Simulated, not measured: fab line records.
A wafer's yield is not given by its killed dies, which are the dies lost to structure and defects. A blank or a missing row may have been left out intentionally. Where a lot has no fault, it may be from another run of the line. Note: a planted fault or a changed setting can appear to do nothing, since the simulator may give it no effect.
Matching of chambers / flow n5_finfet / cmp-04 running N5_BEOL_M14_CMP_49: 4 sister chambers
The step polishes, stops on SiO2, t overpolish 5.2 s, target thk 560 nm. 8 wafers are shown with their chamber, then 10 later ones without.

## WAFERS WITH THEIR CHAMBER
wafer=L087.5; chamber=2; motor_current_A (A)=10.0; time_to_endpoint_s (s)=127
wafer=L089.2; chamber=0; motor_current_A (A)=7.8; time_to_endpoint_s (s)=121
wafer=L089.6; chamber=3; motor_current_A (A)=7.8; time_to_endpoint_s (s)=126
wafer=L091.3; chamber=1; motor_current_A (A)=9.8; time_to_endpoint_s (s)=122
wafer=L091.4; chamber=3; motor_current_A (A)=7.4; time_to_endpoint_s (s)=128
wafer=L091.5; chamber=2; motor_current_A (A)=10.0; time_to_endpoint_s (s)=130
wafer=L093.3; chamber=1; motor_current_A (A)=9.9; time_to_endpoint_s (s)=124
wafer=L093.4; chamber=0; motor_current_A (A)=8.1; time_to_endpoint_s (s)=122

## WAFERS WHOSE CHAMBER IS MISSING
wafer=L093.6; motor_current_A (A)=8.2; time_to_endpoint_s (s)=124
wafer=L096.3; motor_current_A (A)=9.7; time_to_endpoint_s (s)=126
wafer=L096.5; motor_current_A (A)=9.7; time_to_endpoint_s (s)=122
wafer=L096.6; motor_current_A (A)=7.9; time_to_endpoint_s (s)=129
wafer=L097.1; motor_current_A (A)=9.6; time_to_endpoint_s (s)=127
wafer=L097.2; motor_current_A (A)=10.1; time_to_endpoint_s (s)=131
wafer=L097.5; motor_current_A (A)=10.4; time_to_endpoint_s (s)=130
wafer=L095.1; motor_current_A (A)=10.3; time_to_endpoint_s (s)=121
wafer=L095.4; motor_current_A (A)=7.5; time_to_endpoint_s (s)=125
wafer=L095.6; motor_current_A (A)=9.6; time_to_endpoint_s (s)=123

## THE CHAMBER EACH PASSED THROUGH
wafer=L093.6; from the rows above=can't be placed: 0 or 3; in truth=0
wafer=L096.3; from the rows above=can't be placed: 1 or 2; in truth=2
wafer=L096.5; from the rows above=1; in truth=1
wafer=L096.6; from the rows above=3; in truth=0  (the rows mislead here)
wafer=L097.1; from the rows above=can't be placed: 2 or 1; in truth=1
wafer=L097.2; from the rows above=2; in truth=2
wafer=L097.5; from the rows above=2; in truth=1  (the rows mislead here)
wafer=L095.1; from the rows above=1; in truth=1
wafer=L095.4; from the rows above=can't be placed: 3 or 0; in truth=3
wafer=L095.6; from the rows above=1; in truth=1
Correctly placed: 4 of 10. From these rows, 4 cannot be placed; in 4 the true chamber is one of the candidates. Placed wrongly: 2.
How it was worked out, from the rows above alone: a wafer's distance from a chamber is the root of the sum, over the readings, of the square of ((its reading less the chamber's mean) divided by the reading's scatter). If the next closest chamber is less than 2 further off than the closest, the wafer can't be placed; otherwise it belongs to the closest. A chamber's mean is the mean of its shown wafers. The scatter is the square root of a quotient: the sum, over the shown wafers, of each reading's squared deviation from its chamber's mean, divided by wafers minus chambers.
